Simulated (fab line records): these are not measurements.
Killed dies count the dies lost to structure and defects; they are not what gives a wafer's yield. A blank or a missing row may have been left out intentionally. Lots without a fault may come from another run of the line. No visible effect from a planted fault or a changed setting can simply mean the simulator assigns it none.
Matching of chambers	flow n5_finfet	N5_BEOL_M7_STRIP_19 on rie_diel-06 has 4 sister chambers
The step strips in O2. 7 wafers are shown with their chamber, then 9 later ones without.

== WAFERS, EACH WITH ITS CHAMBER ==
wafer	chamber	throttle_valve_pct (%)	oes_product_au (a.u.)
L076.5	2	16.89	0.75
L081.1	1	16.49	0.71
L079.1	1	16.49	0.71
L079.3	3	16.52	0.81
L082.1	0	16.63	0.72
L082.2	3	16.54	0.82
L082.5	0	16.63	0.72

== WAFERS MISSING THEIR CHAMBER ==
wafer	throttle_valve_pct (%)	oes_product_au (a.u.)
L091.1	16.50	0.71
L091.3	16.57	0.80
L091.6	16.48	0.71
L094.1	16.57	0.78
L094.2	16.94	0.74
L094.5	16.94	0.73
L095.1	16.60	0.79
L095.5	16.59	0.79
L095.6	16.68	0.72

== WHICH CHAMBER EACH ONE RAN IN ==
wafer	from the rows above	in truth
L091.1	1	1
L091.3	3	3
L091.6	1	1
L094.1	3	3
L094.2	2	2
L094.5	2	2
L095.1	3	3
L095.5	3	3
L095.6	0	0
9 of 9 placed correctly. Number that these rows cannot place: 0. Number placed wrongly: 0.
How it was worked out, from the rows above alone: a wafer's distance from a chamber is the root of the sum, over the readings, of the square of ((its reading less the chamber's mean) divided by the reading's scatter). The wafer belongs to the nearest chamber; if the next one is less than 2 further off, it can't be placed. The mean given for a chamber averages the wafers shown for that chamber. The scatter is the square root of a quotient: the sum, over the shown wafers, of each reading's squared deviation from its chamber's mean, divided by wafers minus chambers.
